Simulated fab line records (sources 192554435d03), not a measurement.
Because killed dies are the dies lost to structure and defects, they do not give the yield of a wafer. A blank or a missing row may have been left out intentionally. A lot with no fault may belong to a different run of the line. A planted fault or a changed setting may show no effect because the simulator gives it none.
fab line records || flow n5-finfet
[record] {"lots": 7, "wafers": 39}
route steps=1938 shown DUMMY_GATE@237 SD_EPI_P@312 GATE_CUT@500 MOL_CONTACT_COAG@562 BEOL_M4@1111
start-h: hours from the record's first day to the start of the lot's first wafer shown || wait-h: time in hours since the lot's previous step || " identical to the entry in the row above || L1.1+2: several wafers, shown together as one row || - either no value or no given start || * or withheld: withheld || < > ~ a bound
route shown NAME@n: names a module that has steps shown in the file, with the first one's number in the route || usual: mean/standard deviation of fault-free wafers || same: alike in all rows || chamber/n: place in a boat || sites: per-site readings || _std_site: the values' standard deviation || _edge_site: inner sites' mean taken away from outer sites' mean || radius-mm: for every site, how far away it sits from the centre of the wafer || mask NAME#n: copy n || behind: the tool/chamber that last shaped the wafer || hold: the reason the lot was held/the length of the hold in hours/how it ended || device: names the non-switching transistor (n, p or np) || end of line: at the end of the route, the tests of the same wafers || where a step has no rows: the recipe by itself || killed: count of dies lost to structure and defects at first sort (not the wafer's yield) || map: the dies of a wafer, with x for killed, . for not killed, _ for no die there
set.NAME: the setting that was run; set.NAME@STEP: the one run at that earlier step || model.NAME: the simulator's own value behind a step, which no gauge read
lots where settings were altered on purpose, with a table for each step and a row for each wafer
[[steps]]
[step N5_DUMMY_GATE_ETCH_37]
[recipe] {"chemistry": "N2/H2", "target": "SOC", "target-depth-a": 600, "overetch-a": 300, "temp-c": 40, "ion-energy-ev": 200, "pressure-mtorr": 30, "source-w": 840, "bias-w": 150, "n2-flow-sccm": 200, "h2-flow-sccm": 200}
[step N5_DUMMY_GATE_ETCH_44]
[recipe] {"chemistry": "HBr/O2", "over-etch-frac": 0.7, "target-depth-a": 1275, "stop-on": "SiO2", "ion-energy-ev": 60, "bias-w": 20, "target": "poly-Si", "mask-material": "SiO2", "pressure-mtorr": 20, "icp-w": 400, "HBr_flow_sccm": 120, "O2_flow_sccm": 10}
[step N5_SD_EPI_P_ETCH_16]
[recipe] {"chemistry": "CHF3/O2", "target": "SiO2", "target-depth-a": 50, "mask-material": "SOC", "pressure-mtorr": 30, "source-w": 650, "bias-w": 170, "Ar_flow_sccm": 200, "CHF3_flow_sccm": 50, "O2_flow_sccm": 5, "ion-energy-ev": 200}
[step N5_SD_EPI_P_EPI_21]
[recipe] {"material": "SiGe:B", "dopant": "B", "temp-c": 550, "pressure-torr": 20, "ambient": "H2", "time-s": 355}
[step N5_GATE_CUT_CUT_ETCH_53]
[recipe] {"chemistry": "SF6/Cl2", "target": "W", "mask-material": "SiO2", "target-depth-a": 792, "pressure-mtorr": 8, "icp-w": 900, "bias-w": 80, "SF6_flow_sccm": 40, "Cl2_flow_sccm": 60, "ends": "cleared"}
[step N5_MOL_CONTACT_COAG_ALD_123]
[recipe] {"material": "SiNx", "target-thk-a": 50, "temp-c": 400, "ald-precursor-family": "SiH2I2", "ald-co-reactant": "N2/H2-plasma", "pulse-time-s": 1, "purge-time-s": 2, "co-reactant-purge-time-s": 2, "ald-cycles": 100, "pressure-torr": 2}
[step N5_BEOL_M4_RC_MEAS_101]
[usual] {"REXT_P": "100.7/1.8", "RS_SD_P": "65.8/0.9"}
{"lot.wafer": "L076.1", "tool": "prober-02", "chamber": 0, "start-h": 182.20, "wait-h": 0.0, "set.source-w@DUMMY_GATE_ETCH_37": 840, "set.target-depth-a@DUMMY_GATE_ETCH_44": 1275, "set.target-depth-a@SD_EPI_P_ETCH_16": 50, "set.time-s@SD_EPI_P_EPI_21": 316.5, "set.icp-w@GATE_CUT_CUT_ETCH_53": 1008, "set.ald-cycles@MOL_CONTACT_COAG_ALD_123": 100, "REXT_P[ohm.um]": 105.8, "RS_SD_P[ohm/sq]": 71.3}
{"lot.wafer": "L076.2", "tool": "prober-02", "chamber": 0, "start-h": 182.20, "wait-h": 0.0, "set.source-w@DUMMY_GATE_ETCH_37": 840, "set.target-depth-a@DUMMY_GATE_ETCH_44": 1326, "set.target-depth-a@SD_EPI_P_ETCH_16": 50, "set.time-s@SD_EPI_P_EPI_21": 316.5, "set.icp-w@GATE_CUT_CUT_ETCH_53": 900, "set.ald-cycles@MOL_CONTACT_COAG_ALD_123": 105, "REXT_P[ohm.um]": 106.3, "RS_SD_P[ohm/sq]": 72.3}
{"lot.wafer": "L076.3", "tool": "prober-02", "chamber": 0, "start-h": 182.20, "wait-h": 0.0, "set.source-w@DUMMY_GATE_ETCH_37": 840, "set.target-depth-a@DUMMY_GATE_ETCH_44": 1326, "set.target-depth-a@SD_EPI_P_ETCH_16": 50, "set.time-s@SD_EPI_P_EPI_21": 355, "set.icp-w@GATE_CUT_CUT_ETCH_53": 1008, "set.ald-cycles@MOL_CONTACT_COAG_ALD_123": 100, "REXT_P[ohm.um]": 101.5, "RS_SD_P[ohm/sq]": 66.1}
{"lot.wafer": "L076.4", "tool": "prober-02", "chamber": 0, "start-h": 182.20, "wait-h": 0.0, "set.source-w@DUMMY_GATE_ETCH_37": 730.7, "set.target-depth-a@DUMMY_GATE_ETCH_44": 1326, "set.target-depth-a@SD_EPI_P_ETCH_16": 50, "set.time-s@SD_EPI_P_EPI_21": 355, "set.icp-w@GATE_CUT_CUT_ETCH_53": 1008, "set.ald-cycles@MOL_CONTACT_COAG_ALD_123": 105, "REXT_P[ohm.um]": 101.6, "RS_SD_P[ohm/sq]": 65.8}
{"lot.wafer": "L076.5", "tool": "prober-02", "chamber": 0, "start-h": 182.20, "wait-h": 0.0, "set.source-w@DUMMY_GATE_ETCH_37": 730.7, "set.target-depth-a@DUMMY_GATE_ETCH_44": 1275, "set.target-depth-a@SD_EPI_P_ETCH_16": 50, "set.time-s@SD_EPI_P_EPI_21": 355, "set.icp-w@GATE_CUT_CUT_ETCH_53": 900, "set.ald-cycles@MOL_CONTACT_COAG_ALD_123": 100, "REXT_P[ohm.um]": 102.7, "RS_SD_P[ohm/sq]": 66.6}
{"lot.wafer": "L076.6", "tool": "prober-02", "chamber": 0, "start-h": 182.20, "wait-h": 0.0, "set.source-w@DUMMY_GATE_ETCH_37": 730.7, "set.target-depth-a@DUMMY_GATE_ETCH_44": 1275, "set.target-depth-a@SD_EPI_P_ETCH_16": 50, "set.time-s@SD_EPI_P_EPI_21": 316.5, "set.icp-w@GATE_CUT_CUT_ETCH_53": 900, "set.ald-cycles@MOL_CONTACT_COAG_ALD_123": 105, "REXT_P[ohm.um]": 106.0, "RS_SD_P[ohm/sq]": 71.3}
{"lot.wafer": "L078.2", "tool": "prober-01", "chamber": 0, "start-h": 195.17, "wait-h": 0.2, "set.source-w@DUMMY_GATE_ETCH_37": 840, "set.target-depth-a@DUMMY_GATE_ETCH_44": 1275, "set.target-depth-a@SD_EPI_P_ETCH_16": 50, "set.time-s@SD_EPI_P_EPI_21": 355, "set.icp-w@GATE_CUT_CUT_ETCH_53": 900, "set.ald-cycles@MOL_CONTACT_COAG_ALD_123": 100, "REXT_P[ohm.um]": 102.3, "RS_SD_P[ohm/sq]": 64.7}
{"lot.wafer": "L078.4", "tool": "prober-01", "chamber": 0, "start-h": 195.17, "wait-h": 0.2, "set.source-w@DUMMY_GATE_ETCH_37": 840, "set.target-depth-a@DUMMY_GATE_ETCH_44": 1275, "set.target-depth-a@SD_EPI_P_ETCH_16": 50, "set.time-s@SD_EPI_P_EPI_21": 355, "set.icp-w@GATE_CUT_CUT_ETCH_53": 900, "set.ald-cycles@MOL_CONTACT_COAG_ALD_123": 100, "REXT_P[ohm.um]": 101.6, "RS_SD_P[ohm/sq]": 64.2}
{"lot.wafer": "L078.5", "tool": "prober-01", "chamber": 0, "start-h": 195.17, "wait-h": 0.2, "set.source-w@DUMMY_GATE_ETCH_37": 840, "set.target-depth-a@DUMMY_GATE_ETCH_44": 1275, "set.target-depth-a@SD_EPI_P_ETCH_16": 50, "set.time-s@SD_EPI_P_EPI_21": 355, "set.icp-w@GATE_CUT_CUT_ETCH_53": 900, "set.ald-cycles@MOL_CONTACT_COAG_ALD_123": 100, "REXT_P[ohm.um]": 103.7, "RS_SD_P[ohm/sq]": 64.7}
{"lot.wafer": "L082.1", "tool": "prober-01", "chamber": 0, "start-h": 231.46, "wait-h": 0.0, "set.source-w@DUMMY_GATE_ETCH_37": 840, "set.target-depth-a@DUMMY_GATE_ETCH_44": 1116, "set.target-depth-a@SD_EPI_P_ETCH_16": 50, "set.time-s@SD_EPI_P_EPI_21": 355, "set.icp-w@GATE_CUT_CUT_ETCH_53": 900, "set.ald-cycles@MOL_CONTACT_COAG_ALD_123": 100, "REXT_P[ohm.um]": 100.5, "RS_SD_P[ohm/sq]": 65.9}
{"lot.wafer": "L082.2", "tool": "prober-01", "chamber": 0, "start-h": 231.46, "wait-h": 0.0, "set.source-w@DUMMY_GATE_ETCH_37": 840, "set.target-depth-a@DUMMY_GATE_ETCH_44": 1275, "set.target-depth-a@SD_EPI_P_ETCH_16": 53.65, "set.time-s@SD_EPI_P_EPI_21": 402.3, "set.icp-w@GATE_CUT_CUT_ETCH_53": 1052, "set.ald-cycles@MOL_CONTACT_COAG_ALD_123": 100, "REXT_P[ohm.um]": 98.8, "RS_SD_P[ohm/sq]": 60.7}
{"lot.wafer": "L082.3", "tool": "prober-01", "chamber": 0, "start-h": 231.46, "wait-h": 0.0, "set.source-w@DUMMY_GATE_ETCH_37": 896.3, "set.target-depth-a@DUMMY_GATE_ETCH_44": 1116, "set.target-depth-a@SD_EPI_P_ETCH_16": 50, "set.time-s@SD_EPI_P_EPI_21": 402.3, "set.icp-w@GATE_CUT_CUT_ETCH_53": 900, "set.ald-cycles@MOL_CONTACT_COAG_ALD_123": 100, "REXT_P[ohm.um]": 98.6, "RS_SD_P[ohm/sq]": 59.7}
{"lot.wafer": "L082.4", "tool": "prober-01", "chamber": 0, "start-h": 231.46, "wait-h": 0.0, "set.source-w@DUMMY_GATE_ETCH_37": 896.3, "set.target-depth-a@DUMMY_GATE_ETCH_44": 1275, "set.target-depth-a@SD_EPI_P_ETCH_16": 53.65, "set.time-s@SD_EPI_P_EPI_21": 355, "set.icp-w@GATE_CUT_CUT_ETCH_53": 900, "set.ald-cycles@MOL_CONTACT_COAG_ALD_123": 100, "REXT_P[ohm.um]": 100.3, "RS_SD_P[ohm/sq]": 66.3}
{"lot.wafer": "L082.5", "tool": "prober-01", "chamber": 0, "start-h": 231.46, "wait-h": 0.0, "set.source-w@DUMMY_GATE_ETCH_37": 840, "set.target-depth-a@DUMMY_GATE_ETCH_44": 1275, "set.target-depth-a@SD_EPI_P_ETCH_16": 50, "set.time-s@SD_EPI_P_EPI_21": 355, "set.icp-w@GATE_CUT_CUT_ETCH_53": 1052, "set.ald-cycles@MOL_CONTACT_COAG_ALD_123": 100, "REXT_P[ohm.um]": 99.0, "RS_SD_P[ohm/sq]": 65.1}
{"lot.wafer": "L082.6", "tool": "prober-01", "chamber": 0, "start-h": 231.46, "wait-h": 0.0, "set.source-w@DUMMY_GATE_ETCH_37": 896.3, "set.target-depth-a@DUMMY_GATE_ETCH_44": 1116, "set.target-depth-a@SD_EPI_P_ETCH_16": 53.65, "set.time-s@SD_EPI_P_EPI_21": 402.3, "set.icp-w@GATE_CUT_CUT_ETCH_53": 1052, "set.ald-cycles@MOL_CONTACT_COAG_ALD_123": 100, "REXT_P[ohm.um]": 99.3, "RS_SD_P[ohm/sq]": 60.6}
{"lot.wafer": "L086.1", "tool": "prober-02", "chamber": 0, "start-h": 243.81, "wait-h": 0.0, "set.source-w@DUMMY_GATE_ETCH_37": 758.6, "set.target-depth-a@DUMMY_GATE_ETCH_44": 1155, "set.target-depth-a@SD_EPI_P_ETCH_16": 45.25, "set.time-s@SD_EPI_P_EPI_21": 310.9, "set.icp-w@GATE_CUT_CUT_ETCH_53": 900, "set.ald-cycles@MOL_CONTACT_COAG_ALD_123": 100, "REXT_P[ohm.um]": 104.7, "RS_SD_P[ohm/sq]": 71.1}
{"lot.wafer": "L086.2", "tool": "prober-02", "chamber": 0, "start-h": 243.81, "wait-h": 0.0, "set.source-w@DUMMY_GATE_ETCH_37": 840, "set.target-depth-a@DUMMY_GATE_ETCH_44": 1155, "set.target-depth-a@SD_EPI_P_ETCH_16": 50, "set.time-s@SD_EPI_P_EPI_21": 310.9, "set.icp-w@GATE_CUT_CUT_ETCH_53": 741.8, "set.ald-cycles@MOL_CONTACT_COAG_ALD_123": 112, "REXT_P[ohm.um]": 106.4, "RS_SD_P[ohm/sq]": 71.2}
{"lot.wafer": "L086.3", "tool": "prober-02", "chamber": 0, "start-h": 243.81, "wait-h": 0.0, "set.source-w@DUMMY_GATE_ETCH_37": 758.6, "set.target-depth-a@DUMMY_GATE_ETCH_44": 1155, "set.target-depth-a@SD_EPI_P_ETCH_16": 45.25, "set.time-s@SD_EPI_P_EPI_21": 355, "set.icp-w@GATE_CUT_CUT_ETCH_53": 741.8, "set.ald-cycles@MOL_CONTACT_COAG_ALD_123": 112, "REXT_P[ohm.um]": 101.3, "RS_SD_P[ohm/sq]": 66.2}
{"lot.wafer": "L086.4", "tool": "prober-02", "chamber": 0, "start-h": 243.81, "wait-h": 0.0, "set.source-w@DUMMY_GATE_ETCH_37": 840, "set.target-depth-a@DUMMY_GATE_ETCH_44": 1275, "set.target-depth-a@SD_EPI_P_ETCH_16": 50, "set.time-s@SD_EPI_P_EPI_21": 355, "set.icp-w@GATE_CUT_CUT_ETCH_53": 900, "set.ald-cycles@MOL_CONTACT_COAG_ALD_123": 112, "REXT_P[ohm.um]": 103.5, "RS_SD_P[ohm/sq]": 65.0}
{"lot.wafer": "L086.5", "tool": "prober-02", "chamber": 0, "start-h": 243.81, "wait-h": 0.0, "set.source-w@DUMMY_GATE_ETCH_37": 840, "set.target-depth-a@DUMMY_GATE_ETCH_44": 1275, "set.target-depth-a@SD_EPI_P_ETCH_16": 45.25, "set.time-s@SD_EPI_P_EPI_21": 355, "set.icp-w@GATE_CUT_CUT_ETCH_53": 900, "set.ald-cycles@MOL_CONTACT_COAG_ALD_123": 100, "REXT_P[ohm.um]": 103.2, "RS_SD_P[ohm/sq]": 65.1}
{"lot.wafer": "L086.6", "tool": "prober-02", "chamber": 0, "start-h": 243.81, "wait-h": 0.0, "set.source-w@DUMMY_GATE_ETCH_37": 758.6, "set.target-depth-a@DUMMY_GATE_ETCH_44": 1275, "set.target-depth-a@SD_EPI_P_ETCH_16": 50, "set.time-s@SD_EPI_P_EPI_21": 310.9, "set.icp-w@GATE_CUT_CUT_ETCH_53": 741.8, "set.ald-cycles@MOL_CONTACT_COAG_ALD_123": 100, "REXT_P[ohm.um]": 104.4, "RS_SD_P[ohm/sq]": 70.8}
{"lot.wafer": "L087.1", "tool": "prober-01", "chamber": 0, "start-h": 252.03, "wait-h": 0.0, "set.source-w@DUMMY_GATE_ETCH_37": 840, "set.target-depth-a@DUMMY_GATE_ETCH_44": 1224, "set.target-depth-a@SD_EPI_P_ETCH_16": 50, "set.time-s@SD_EPI_P_EPI_21": 355, "set.icp-w@GATE_CUT_CUT_ETCH_53": 900, "set.ald-cycles@MOL_CONTACT_COAG_ALD_123": 100, "REXT_P[ohm.um]": 103.7, "RS_SD_P[ohm/sq]": 66.4}
{"lot.wafer": "L087.2", "tool": "prober-01", "chamber": 0, "start-h": 252.03, "wait-h": 0.0, "set.source-w@DUMMY_GATE_ETCH_37": 840, "set.target-depth-a@DUMMY_GATE_ETCH_44": 1224, "set.target-depth-a@SD_EPI_P_ETCH_16": 50, "set.time-s@SD_EPI_P_EPI_21": 355, "set.icp-w@GATE_CUT_CUT_ETCH_53": 749.7, "set.ald-cycles@MOL_CONTACT_COAG_ALD_123": 105, "REXT_P[ohm.um]": 101.2, "RS_SD_P[ohm/sq]": 66.3}
{"lot.wafer": "L087.3", "tool": "prober-01", "chamber": 0, "start-h": 252.03, "wait-h": 0.0, "set.source-w@DUMMY_GATE_ETCH_37": 840, "set.target-depth-a@DUMMY_GATE_ETCH_44": 1224, "set.target-depth-a@SD_EPI_P_ETCH_16": 50, "set.time-s@SD_EPI_P_EPI_21": 355, "set.icp-w@GATE_CUT_CUT_ETCH_53": 900, "set.ald-cycles@MOL_CONTACT_COAG_ALD_123": 105, "REXT_P[ohm.um]": 102.3, "RS_SD_P[ohm/sq]": 66.7}
{"lot.wafer": "L087.4", "tool": "prober-01", "chamber": 0, "start-h": 252.03, "wait-h": 0.0, "set.source-w@DUMMY_GATE_ETCH_37": 840, "set.target-depth-a@DUMMY_GATE_ETCH_44": 1275, "set.target-depth-a@SD_EPI_P_ETCH_16": 50, "set.time-s@SD_EPI_P_EPI_21": 355, "set.icp-w@GATE_CUT_CUT_ETCH_53": 749.7, "set.ald-cycles@MOL_CONTACT_COAG_ALD_123": 100, "REXT_P[ohm.um]": 101.5, "RS_SD_P[ohm/sq]": 65.9}
{"lot.wafer": "L087.5", "tool": "prober-01", "chamber": 0, "start-h": 252.03, "wait-h": 0.0, "set.source-w@DUMMY_GATE_ETCH_37": 840, "set.target-depth-a@DUMMY_GATE_ETCH_44": 1275, "set.target-depth-a@SD_EPI_P_ETCH_16": 50, "set.time-s@SD_EPI_P_EPI_21": 355, "set.icp-w@GATE_CUT_CUT_ETCH_53": 900, "set.ald-cycles@MOL_CONTACT_COAG_ALD_123": 105, "REXT_P[ohm.um]": 103.3, "RS_SD_P[ohm/sq]": 67.2}
{"lot.wafer": "L087.6", "tool": "prober-01", "chamber": 0, "start-h": 252.03, "wait-h": 0.0, "set.source-w@DUMMY_GATE_ETCH_37": 840, "set.target-depth-a@DUMMY_GATE_ETCH_44": 1275, "set.target-depth-a@SD_EPI_P_ETCH_16": 50, "set.time-s@SD_EPI_P_EPI_21": 355, "set.icp-w@GATE_CUT_CUT_ETCH_53": 749.7, "set.ald-cycles@MOL_CONTACT_COAG_ALD_123": 100, "REXT_P[ohm.um]": 102.0, "RS_SD_P[ohm/sq]": 66.0}
{"lot.wafer": "L088.1", "tool": "prober-01", "chamber": 0, "start-h": 257.21, "wait-h": 0.0, "set.source-w@DUMMY_GATE_ETCH_37": 840, "set.target-depth-a@DUMMY_GATE_ETCH_44": 1275, "set.target-depth-a@SD_EPI_P_ETCH_16": 50, "set.time-s@SD_EPI_P_EPI_21": 355, "set.icp-w@GATE_CUT_CUT_ETCH_53": 900, "set.ald-cycles@MOL_CONTACT_COAG_ALD_123": 100, "REXT_P[ohm.um]": 100.1, "RS_SD_P[ohm/sq]": 65.7}
{"lot.wafer": "L088.2", "tool": "prober-01", "chamber": 0, "start-h": 257.21, "wait-h": 0.0, "set.source-w@DUMMY_GATE_ETCH_37": 840, "set.target-depth-a@DUMMY_GATE_ETCH_44": 1275, "set.target-depth-a@SD_EPI_P_ETCH_16": 50, "set.time-s@SD_EPI_P_EPI_21": 303, "set.icp-w@GATE_CUT_CUT_ETCH_53": 900, "set.ald-cycles@MOL_CONTACT_COAG_ALD_123": 107, "REXT_P[ohm.um]": 103.3, "RS_SD_P[ohm/sq]": 72.3}
{"lot.wafer": "L088.3", "tool": "prober-01", "chamber": 0, "start-h": 257.21, "wait-h": 0.0, "set.source-w@DUMMY_GATE_ETCH_37": 840, "set.target-depth-a@DUMMY_GATE_ETCH_44": 1275, "set.target-depth-a@SD_EPI_P_ETCH_16": 43.54, "set.time-s@SD_EPI_P_EPI_21": 355, "set.icp-w@GATE_CUT_CUT_ETCH_53": 900, "set.ald-cycles@MOL_CONTACT_COAG_ALD_123": 107, "REXT_P[ohm.um]": 98.4, "RS_SD_P[ohm/sq]": 65.9}
{"lot.wafer": "L088.4", "tool": "prober-01", "chamber": 0, "start-h": 257.21, "wait-h": 0.0, "set.source-w@DUMMY_GATE_ETCH_37": 840, "set.target-depth-a@DUMMY_GATE_ETCH_44": 1275, "set.target-depth-a@SD_EPI_P_ETCH_16": 43.54, "set.time-s@SD_EPI_P_EPI_21": 303, "set.icp-w@GATE_CUT_CUT_ETCH_53": 806.2, "set.ald-cycles@MOL_CONTACT_COAG_ALD_123": 100, "REXT_P[ohm.um]": 105.2, "RS_SD_P[ohm/sq]": 73.0}
{"lot.wafer": "L088.5", "tool": "prober-01", "chamber": 0, "start-h": 257.21, "wait-h": 0.0, "set.source-w@DUMMY_GATE_ETCH_37": 840, "set.target-depth-a@DUMMY_GATE_ETCH_44": 1275, "set.target-depth-a@SD_EPI_P_ETCH_16": 43.54, "set.time-s@SD_EPI_P_EPI_21": 355, "set.icp-w@GATE_CUT_CUT_ETCH_53": 806.2, "set.ald-cycles@MOL_CONTACT_COAG_ALD_123": 107, "REXT_P[ohm.um]": 100.1, "RS_SD_P[ohm/sq]": 67.0}
{"lot.wafer": "L088.6", "tool": "prober-01", "chamber": 0, "start-h": 257.21, "wait-h": 0.0, "set.source-w@DUMMY_GATE_ETCH_37": 840, "set.target-depth-a@DUMMY_GATE_ETCH_44": 1275, "set.target-depth-a@SD_EPI_P_ETCH_16": 50, "set.time-s@SD_EPI_P_EPI_21": 303, "set.icp-w@GATE_CUT_CUT_ETCH_53": 806.2, "set.ald-cycles@MOL_CONTACT_COAG_ALD_123": 100, "REXT_P[ohm.um]": 103.8, "RS_SD_P[ohm/sq]": 72.3}
{"lot.wafer": "L091.1", "tool": "prober-01", "chamber": 0, "start-h": 269.86, "wait-h": 0.0, "set.source-w@DUMMY_GATE_ETCH_37": 840, "set.target-depth-a@DUMMY_GATE_ETCH_44": 1275, "set.target-depth-a@SD_EPI_P_ETCH_16": 50, "set.time-s@SD_EPI_P_EPI_21": 355, "set.icp-w@GATE_CUT_CUT_ETCH_53": 1049, "set.ald-cycles@MOL_CONTACT_COAG_ALD_123": 100, "REXT_P[ohm.um]": 102.0, "RS_SD_P[ohm/sq]": 65.3}
{"lot.wafer": "L091.2", "tool": "prober-01", "chamber": 0, "start-h": 269.86, "wait-h": 0.0, "set.source-w@DUMMY_GATE_ETCH_37": 840, "set.target-depth-a@DUMMY_GATE_ETCH_44": 1275, "set.target-depth-a@SD_EPI_P_ETCH_16": 55.86, "set.time-s@SD_EPI_P_EPI_21": 374.3, "set.icp-w@GATE_CUT_CUT_ETCH_53": 900, "set.ald-cycles@MOL_CONTACT_COAG_ALD_123": 100, "REXT_P[ohm.um]": 100.8, "RS_SD_P[ohm/sq]": 63.6}
{"lot.wafer": "L091.3", "tool": "prober-01", "chamber": 0, "start-h": 269.86, "wait-h": 0.0, "set.source-w@DUMMY_GATE_ETCH_37": 840, "set.target-depth-a@DUMMY_GATE_ETCH_44": 1166, "set.target-depth-a@SD_EPI_P_ETCH_16": 55.86, "set.time-s@SD_EPI_P_EPI_21": 374.3, "set.icp-w@GATE_CUT_CUT_ETCH_53": 1049, "set.ald-cycles@MOL_CONTACT_COAG_ALD_123": 84, "REXT_P[ohm.um]": 100.9, "RS_SD_P[ohm/sq]": 62.7}
{"lot.wafer": "L091.4", "tool": "prober-01", "chamber": 0, "start-h": 269.86, "wait-h": 0.0, "set.source-w@DUMMY_GATE_ETCH_37": 840, "set.target-depth-a@DUMMY_GATE_ETCH_44": 1275, "set.target-depth-a@SD_EPI_P_ETCH_16": 50, "set.time-s@SD_EPI_P_EPI_21": 374.3, "set.icp-w@GATE_CUT_CUT_ETCH_53": 900, "set.ald-cycles@MOL_CONTACT_COAG_ALD_123": 84, "REXT_P[ohm.um]": 102.1, "RS_SD_P[ohm/sq]": 63.1}
{"lot.wafer": "L091.5", "tool": "prober-01", "chamber": 0, "start-h": 269.86, "wait-h": 0.0, "set.source-w@DUMMY_GATE_ETCH_37": 840, "set.target-depth-a@DUMMY_GATE_ETCH_44": 1166, "set.target-depth-a@SD_EPI_P_ETCH_16": 55.86, "set.time-s@SD_EPI_P_EPI_21": 355, "set.icp-w@GATE_CUT_CUT_ETCH_53": 1049, "set.ald-cycles@MOL_CONTACT_COAG_ALD_123": 100, "REXT_P[ohm.um]": 102.9, "RS_SD_P[ohm/sq]": 65.2}
{"lot.wafer": "L091.6", "tool": "prober-01", "chamber": 0, "start-h": 269.86, "wait-h": 0.0, "set.source-w@DUMMY_GATE_ETCH_37": 840, "set.target-depth-a@DUMMY_GATE_ETCH_44": 1166, "set.target-depth-a@SD_EPI_P_ETCH_16": 50, "set.time-s@SD_EPI_P_EPI_21": 355, "set.icp-w@GATE_CUT_CUT_ETCH_53": 900, "set.ald-cycles@MOL_CONTACT_COAG_ALD_123": 84, "REXT_P[ohm.um]": 101.1, "RS_SD_P[ohm/sq]": 65.6}
[[key]]
[split] {"step": "N5_DUMMY_GATE_ETCH_37", "setting": "source-w", "stated-as": 840}
response none clear
[split] {"step": "N5_DUMMY_GATE_ETCH_44", "setting": "target-depth-a", "stated-as": 1275}
response none clear
[split] {"step": "N5_SD_EPI_P_ETCH_16", "setting": "target-depth-a", "stated-as": 50}
response none clear
[split] {"step": "N5_SD_EPI_P_EPI_21", "setting": "time-s", "stated-as": 355}
[response] {"step": "N5_BEOL_M4_RC_MEAS_101", "reading": "RS_SD_P", "slope": -0.439, "per": "1%", "together-with": "all", "explained": 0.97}
[response] {"step": "N5_BEOL_M4_RC_MEAS_101", "reading": "REXT_P", "slope": -0.234, "per": "1%", "together-with": "all", "explained": 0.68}
[split] {"step": "N5_GATE_CUT_CUT_ETCH_53", "setting": "icp-w", "stated-as": 900}
response none clear
[split] {"step": "N5_MOL_CONTACT_COAG_ALD_123", "setting": "ald-cycles", "stated-as": 100}
response none clear
